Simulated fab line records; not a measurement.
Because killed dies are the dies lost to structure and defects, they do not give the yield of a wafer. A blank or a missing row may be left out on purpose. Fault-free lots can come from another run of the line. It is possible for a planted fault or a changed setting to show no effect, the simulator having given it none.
Which tool was responsible?    flow nandHarc    72 wafers from 24 lots sampled at 6 of the route's 1159 steps

## WHAT THE GAUGES READ, wafer by wafer
The record lacks any reading of a measuring or inspecting step that a usual standard deviation could be used to judge.

## TOOL THAT RAN EACH LOT (tool first, then ch and the chambers of the sampled wafers, then the start)
lot   NHARC_A_SLIT_DESCUM_14             NHARC_A_WL_FILL_RTA_01           NHARC_A_WL_FILL_ALD_10           NHARC_A_WL_FILL_ETCHBACK_17       NHARC_A_CONTACT_ETCH_51                       NHARC_A_CONTACT_ETCH_117
L075  rieDiel-03 ch 0,2, day 14 13:01    rtpAnneal-01 ch 0, day 15 02:04  aldHk-03 ch 0,1,2, day 15 16:55  rieMetal-01 ch 0,1, day 15 20:45  rieDiel-09 ch 1,3, day 16 21:51 or earlier    harCapEtch-02 ch 1, day 16 21:51
L074  rieDiel-01 ch 0,1,3, day 14 13:19  rtpAnneal-01 ch 0, day 15 01:54  aldHk-01 ch 0,1,3, day 15 16:23  rieMetal-02 ch 0,1, day 15 20:41  rieDiel-11 ch 1,2,3, day 16 19:24 or earlier  harCapEtch-01 ch 0,1, day 16 19:24
L077  rieDiel-01 ch 0,1,3, day 14 18:25  rtpAnneal-01 ch 0, day 15 05:55  aldHk-02 ch 1,2, day 15 16:23    rieMetal-03 ch 0,1, day 15 20:44  rieDiel-09 ch 0,1,2, day 16 15:24 or earlier  harCapEtch-03 ch 0,1, day 16 15:24
L078  rieDiel-10 ch 0,2, day 15 00:58    rtpAnneal-01 ch 0, day 15 12:31  aldHk-02 ch 0,2,3, day 16 00:23  rieMetal-03 ch 1, day 16 04:40    rieDiel-11 ch 2,3, day 17 04:40 or earlier    harCapEtch-03 ch 1, day 17 04:40
L079  rieDiel-03 ch 1,3, day 15 01:37    rtpAnneal-02 ch 0, day 15 12:25  aldHk-03 ch 1,2,3, day 15 22:14  rieMetal-02 ch 0,1, day 16 03:05  rieDiel-11 ch 0,2, day 16 23:19 or earlier    harCapEtch-01 ch 0,1, day 16 23:19
L076  rieDiel-10 ch 0,1, day 15 03:09    rtpAnneal-02 ch 0, day 15 12:32  aldHk-01 ch 0,2,3, day 15 23:17  rieMetal-01 ch 0,1, day 16 03:05  rieDiel-06 ch 2,3, day 17 02:17 or earlier    harCapEtch-01 ch 0,1, day 17 02:17
L080  rieDiel-01 ch 1,2,3, day 15 12:50  rtpAnneal-02 ch 0, day 16 01:38  aldHk-01 ch 0,2,3, day 16 12:11  rieMetal-02 ch 0,1, day 16 16:33  rieDiel-11 ch 0,2,3, day 17 14:29 or earlier  harCapEtch-03 ch 0,1, day 17 14:29
L083  rieDiel-03 ch 0,3, day 16 00:25    rtpAnneal-02 ch 0, day 16 11:52  aldHk-02 ch 1,2,3, day 17 02:11  rieMetal-03 ch 0,1, day 17 07:02  rieDiel-11 ch 0,2, day 18 02:44 or earlier    harCapEtch-03 ch 0,1, day 18 02:44
L081  rieDiel-01 ch 0,2,3, day 16 00:43  rtpAnneal-02 ch 0, day 16 11:58  aldHk-03 ch 2,3, day 17 02:42    rieMetal-01 ch 0,1, day 17 07:03  rieDiel-09 ch 1,3, day 18 02:25 or earlier    harCapEtch-01 ch 0,1, day 18 02:25
L082  rieDiel-01 ch 0,2,3, day 16 08:37  rtpAnneal-02 ch 0, day 16 20:00  aldHk-03 ch 0,1, day 17 09:00    rieMetal-02 ch 0,1, day 17 13:47  rieDiel-11 ch 1,2,3, day 18 07:47 or earlier  harCapEtch-01 ch 0,1, day 18 07:47
L085  rieDiel-10 ch 0,1, day 16 21:49    rtpAnneal-02 ch 0, day 17 11:31  aldHk-02 ch 2,3, day 17 21:27    rieMetal-02 ch 0,1, day 18 02:16  rieDiel-09 ch 1,2,3, day 18 19:22 or earlier  harCapEtch-01 ch 0,1, day 18 19:22
L084  rieDiel-01 ch 0,1, day 16 22:21    rtpAnneal-01 ch 0, day 17 11:29  aldHk-01 ch 1,2,3, day 17 21:13  rieMetal-01 ch 0, day 18 02:01    rieDiel-11 ch 0,2, day 18 19:40 or earlier    harCapEtch-03 ch 0, day 18 19:40
L087  rieDiel-10 ch 0,3, day 17 09:12    rtpAnneal-01 ch 0, day 17 21:00  aldHk-03 ch 0,1,3, day 18 09:10  rieMetal-01 ch 0,1, day 18 12:30  rieDiel-11 ch 1,2, day 19 05:46 or earlier    harCapEtch-02 ch 0,1, day 19 05:46
L086  rieDiel-01 ch 1,2, day 17 09:34    rtpAnneal-01 ch 0, day 17 20:50  aldHk-02 ch 1,2, day 18 07:35    rieMetal-02 ch 0,1, day 18 12:27  rieDiel-11 ch 0,1,3, day 19 06:50 or earlier  harCapEtch-01 ch 0,1, day 19 06:50
L089  rieDiel-10 ch 1,2, day 18 02:57    rtpAnneal-02 ch 0, day 18 14:34  aldHk-02 ch 0,2,3, day 19 02:26  rieMetal-03 ch 0,1, day 19 07:14  rieDiel-06 ch 2,3, day 20 02:19 or earlier    harCapEtch-02 ch 0,1, day 20 02:19
L090  rieDiel-01 ch 0,1,3, day 18 03:06  rtpAnneal-02 ch 0, day 18 14:55  aldHk-01 ch 1,2,3, day 19 03:29  rieMetal-02 ch 0,1, day 19 07:17  rieDiel-11 ch 0,1,2, day 20 02:00 or earlier  harCapEtch-03 ch 0,1, day 20 02:00
L088  rieDiel-10 ch 0,1, day 18 18:22    rtpAnneal-02 ch 0, day 19 05:47  aldHk-03 ch 0,2,3, day 19 16:11  rieMetal-01 ch 0,1, day 19 20:32  rieDiel-06 ch 0,1, day 20 13:35 or earlier    harCapEtch-02 ch 0,1, day 20 13:35
L093  rieDiel-03 ch 1,2, day 18 19:12    rtpAnneal-01 ch 0, day 19 05:47  aldHk-02 ch 0,1, day 19 18:20    rieMetal-02 ch 0,1, day 19 23:14  rieDiel-09 ch 0,1,3, day 20 19:03 or earlier  harCapEtch-01 ch 0,1, day 20 19:03
L091  rieDiel-10 ch 0,2,3, day 18 20:13  rtpAnneal-01 ch 0, day 19 05:57  aldHk-01 ch 0,1, day 19 15:40    rieMetal-02 ch 0,1, day 19 20:32  rieDiel-11 ch 0,3, day 20 14:44 or earlier    harCapEtch-01 ch 0,1, day 20 14:44
L092  rieDiel-01 ch 0,1, day 18 21:14    rtpAnneal-02 ch 0, day 19 09:08  aldHk-03 ch 1,2, day 19 20:16    rieMetal-01 ch 0,1, day 20 01:09  rieDiel-11 ch 0,1, day 20 19:50 or earlier    harCapEtch-03 ch 0,1, day 20 19:50
L095  rieDiel-01 ch 0,1,2, day 19 13:14  rtpAnneal-02 ch 0, day 20 04:53  aldHk-03 ch 1,3, day 20 20:44    rieMetal-01 ch 0,1, day 21 01:38  rieDiel-06 ch 1,2, day 21 23:34 or earlier    harCapEtch-01 ch 0,1, day 21 23:34
L096  rieDiel-03 ch 1,2,3, day 19 13:58  rtpAnneal-01 ch 0, day 20 05:02  aldHk-02 ch 0,2,3, day 20 21:04  rieMetal-03 ch 0,1, day 21 01:56  rieDiel-09 ch 0,1,2, day 21 19:01 or earlier  harCapEtch-03 ch 0,1, day 21 19:01
L094  rieDiel-10 ch 0,1,2, day 19 14:07  rtpAnneal-02 ch 0, day 20 05:01  aldHk-01 ch 0,1,2, day 20 20:45  rieMetal-02 ch 0,1, day 21 01:35  rieDiel-06 ch 0,2,3, day 21 20:20 or earlier  harCapEtch-02 ch 0,1, day 21 20:20
L097  rieDiel-01 ch 1,2, day 20 01:45    rtpAnneal-02 ch 0, day 20 13:19  aldHk-03 ch 0,2,3, day 21 01:14  rieMetal-01 ch 0,1, day 21 05:06  rieDiel-11 ch 1,2, day 22 01:26 or earlier    harCapEtch-03 ch 0,1, day 22 01:26
- NHARC_A_SLIT_DESCUM_14: chemistry O2, time 3 s.
- NHARC_A_WL_FILL_RTA_01: time 5 s.
- NHARC_A_WL_FILL_ALD_10: deposits SiO2, target thk 50 nm, pulse time 10 s, ald cycles 500.
- NHARC_A_WL_FILL_ETCHBACK_17: etches the open film in Cl2/BCl3, target depth 4 nm, time 26.7 s.
- NHARC_A_CONTACT_ETCH_51: etches the open film in O2/COS, target depth 3600 nm, time 936 s.
- NHARC_A_CONTACT_ETCH_117: etches the open film in C4F8/O2/Ar, time 94 s, target depth 922 nm.

## WHAT THE TOOLS THEMSELVES READ (means of the sampled wafers that have a number; where no wafer has one, the mark that the record gives instead)
NHARC_A_SLIT_DESCUM_14. Usual: drypumpMotorCurrentA 5.6 A, standard deviation 0.49; oesProductAu 1.002 a.u., standard deviation 0.0093; rfVppV 57.8 V, standard deviation 0.76; showerheadPlenumPTorr 1.90 Torr, standard deviation 0.065; throttleValvePct 11.309 %, standard deviation 0.0077.
lot   tool        drypumpMotorCurrentA (A)  oesProductAu (a.u.)  rfVppV (V)  showerheadPlenumPTorr (Torr)  throttleValvePct (%)  flag
L075  rieDiel-03  5.2                       1.009                57.6        1.89                          11.314                
L074  rieDiel-01  5.4                       1.001                57.8        1.88                          11.308                
L077  rieDiel-01  5.4                       1.004                57.9        1.88                          11.303                
L078  rieDiel-10  5.6                       0.996                58.3        1.90                          11.315                
L079  rieDiel-03  5.8                       0.997                57.3        1.84                          11.312                
L076  rieDiel-10  5.2                       1.005                57.5        1.99                          11.312                
L080  rieDiel-01  5.9                       0.999                58.7        1.87                          11.310                
L083  rieDiel-03  5.6                       1.006                57.6        1.89                          11.308                
L081  rieDiel-01  5.8                       1.007                57.0        1.91                          11.309                
L082  rieDiel-01  5.8                       1.005                57.7        1.91                          11.309                
L085  rieDiel-10  5.3                       1.019                57.6        1.94                          11.301                
L084  rieDiel-01  5.2                       1.008                57.8        1.91                          11.309                
L087  rieDiel-10  5.7                       0.994                57.1        1.90                          11.311                
L086  rieDiel-01  6.2                       0.993                57.5        1.88                          11.323                
L089  rieDiel-10  5.4                       1.009                58.2        2.00                          11.312                
L090  rieDiel-01  5.4                       1.004                57.4        1.88                          11.308                
L088  rieDiel-10  5.2                       1.008                57.8        1.98                          11.311                
L093  rieDiel-03  5.6                       1.007                57.3        1.79                          11.316                
L091  rieDiel-10  5.9                       1.002                58.4        1.91                          11.302                
L092  rieDiel-01  5.3                       1.009                57.9        1.91                          11.306                
L095  rieDiel-01  5.8                       1.004                58.0        1.90                          11.309                
L096  rieDiel-03  5.5                       1.008                57.3        1.81                          11.312                
L094  rieDiel-10  5.5                       1.002                58.2        1.95                          11.308                
L097  rieDiel-01  5.9                       1.005                57.2        1.86                          11.310                

NHARC_A_WL_FILL_RTA_01. Usual: lampPowerPct 34.8 %, standard deviation 1.2; wafer_temp_C_max 1005.7, standard deviation 1.9.
lot   tool          lampPowerPct (%)  wafer_temp_C_max  flag
L075  rtpAnneal-01  33.3              1002.8            
L074  rtpAnneal-01  33.3              1004.6            
L077  rtpAnneal-01  33.4              1004.1            
L078  rtpAnneal-01  33.4              1004.4            
L079  rtpAnneal-02  35.8              1009.0            
L076  rtpAnneal-02  35.8              1006.4            
L080  rtpAnneal-02  35.8              1005.3            
L083  rtpAnneal-02  35.8              1006.8            
L081  rtpAnneal-02  35.8              1006.4            
L082  rtpAnneal-02  35.8              1006.1            
L085  rtpAnneal-02  35.8              1006.5            
L084  rtpAnneal-01  33.3              1003.0            
L087  rtpAnneal-01  33.4              1003.8            
L086  rtpAnneal-01  33.3              1003.5            
L089  rtpAnneal-02  35.8              1005.5            
L090  rtpAnneal-02  35.8              1007.1            
L088  rtpAnneal-02  35.7              1006.5            
L093  rtpAnneal-01  33.3              1003.9            
L091  rtpAnneal-01  33.3              1004.1            
L092  rtpAnneal-02  35.8              1005.8            
L095  rtpAnneal-02  35.8              1008.2            
L096  rtpAnneal-01  33.3              1004.9            
L094  rtpAnneal-02  35.8              1008.0            
L097  rtpAnneal-02  35.7              1005.7            

NHARC_A_WL_FILL_ALD_10. Usual: heaterPowerW 485 W, standard deviation 68; precursorPulseHeightRel 1.003, standard deviation 0.02.
lot   tool      heaterPowerW (W)  precursorPulseHeightRel  flag
L075  aldHk-03  496               1.010                    
L074  aldHk-01  495               0.984                    
L077  aldHk-02  451               1.004                    
L078  aldHk-02  510               1.017                    
L079  aldHk-03  491               0.989                    
L076  aldHk-01  480               1.026                    
L080  aldHk-01  482               0.998                    
L083  aldHk-02  452               0.999                    
L081  aldHk-03  430               1.008                    
L082  aldHk-03  532               0.995                    
L085  aldHk-02  473               1.021                    
L084  aldHk-01  518               1.002                    
L087  aldHk-03  513               0.998                    
L086  aldHk-02  426               0.998                    
L089  aldHk-02  516               0.988                    
L090  aldHk-01  513               1.000                    
L088  aldHk-03  457               1.015                    
L093  aldHk-02  524               1.010                    
L091  aldHk-01  460               1.015                    
L092  aldHk-03  504               0.990                    
L095  aldHk-03  545               1.009                    
L096  aldHk-02  489               1.006                    
L094  aldHk-01  451               0.998                    
L097  aldHk-03  462               1.013                    

NHARC_A_WL_FILL_ETCHBACK_17. Usual: drypumpMotorCurrentA 5.59 A, standard deviation 0.23; oesProductAu 1.000 a.u., standard deviation 0.0075.
lot   tool         drypumpMotorCurrentA (A)  oesProductAu (a.u.)  flag
L075  rieMetal-01  5.71                      1.005                
L074  rieMetal-02  5.50                      0.999                
L077  rieMetal-03  5.84                      0.996                
L078  rieMetal-03  5.92                      0.995                
L079  rieMetal-02  5.46                      0.997                
L076  rieMetal-01  5.48                      0.998                
L080  rieMetal-02  5.47                      1.001                
L083  rieMetal-03  5.78                      0.997                
L081  rieMetal-01  5.50                      1.001                
L082  rieMetal-02  5.50                      1.000                
L085  rieMetal-02  5.43                      1.005                
L084  rieMetal-01  5.28                      1.006                
L087  rieMetal-01  5.70                      1.005                
L086  rieMetal-02  5.47                      0.997                
L089  rieMetal-03  5.85                      0.994                
L090  rieMetal-02  5.44                      1.007                
L088  rieMetal-01  5.48                      1.001                
L093  rieMetal-02  5.44                      1.004                
L091  rieMetal-02  5.50                      0.995                
L092  rieMetal-01  5.50                      1.005                
L095  rieMetal-01  5.69                      1.006                
L096  rieMetal-03  5.85                      0.994                
L094  rieMetal-02  5.47                      1.002                
L097  rieMetal-01  5.69                      0.993                

NHARC_A_CONTACT_ETCH_51. Usual: drypumpMotorCurrentA 5.6 A, standard deviation 0.42; oesProductAu 0.998 a.u., standard deviation 0.0086; rfVppV 314.8 V, standard deviation 2; showerheadPlenumPTorr 3.16 Torr, standard deviation 0.12; throttleValvePct 28.330 %, standard deviation 0.0087.
lot   tool        drypumpMotorCurrentA (A)  oesProductAu (a.u.)  rfVppV (V)  showerheadPlenumPTorr (Torr)  throttleValvePct (%)  flag
L075  rieDiel-09  6.0                       0.999                314.3       3.16                          28.340                
L074  rieDiel-11  5.6                       0.996                315.4       3.26                          28.332                
L077  rieDiel-09  5.6                       1.003                314.5       3.14                          28.326                
L078  rieDiel-11  5.5                       0.993                316.3       3.26                          28.336                
L079  rieDiel-11  5.2                       0.992                312.5       3.04                          28.324                
L076  rieDiel-06  5.4                       1.014                315.1       3.16                          28.338                
L080  rieDiel-11  5.4                       0.993                314.0       3.16                          28.340                
L083  rieDiel-11  5.3                       0.993                314.3       3.13                          28.328                
L081  rieDiel-09  6.2                       1.002                315.1       3.15                          28.332                
L082  rieDiel-11  5.6                       0.998                316.0       3.26                          28.327                
L085  rieDiel-09  6.1                       1.002                315.1       3.15                          28.335                
L084  rieDiel-11  5.2                       1.001                313.1       3.04                          28.336                
L087  rieDiel-11  5.5                       1.003                315.7       3.23                          28.320                
L086  rieDiel-11  5.5                       1.002                315.3       3.16                          28.332                
L089  rieDiel-06  5.7                       1.003                315.0       3.14                          28.335                
L090  rieDiel-11  5.4                       1.005                315.0       3.13                          28.333                
L088  rieDiel-06  5.8                       0.982                315.7       3.24                          28.334                
L093  rieDiel-09  5.7                       0.993                313.3       3.12                          28.327                
L091  rieDiel-11  5.4                       1.010                314.6       3.19                          28.333                
L092  rieDiel-11  5.5                       0.996                314.7       3.12                          28.329                
L095  rieDiel-06  5.3                       0.993                314.1       3.10                          28.332                
L096  rieDiel-09  5.6                       0.994                313.8       3.12                          28.325                
L094  rieDiel-06  5.6                       0.992                315.4       3.21                          28.321                
L097  rieDiel-11  5.5                       0.998                315.6       3.23                          28.324                

## THE ANSWER, worked out from the rows above alone
Rule: a lot counts as off when the mean over its wafers that have a number is more than 3 standard deviations away from the usual mean. A lot without any number at a reading at which 4 lots or more have one is off too. Any other lot the step has rows for is counted as sound. First the gauges in route order, then the tools' own readings, where a lot's mean is used as printed above. At the first step where some lot is off, the reading lying furthest off is the one used; lots without a number count as furthest.
Across all readings shown, no lot is off: no conclusion can be drawn from this.

## WHAT WAS PUT IN BY THE SIMULATOR
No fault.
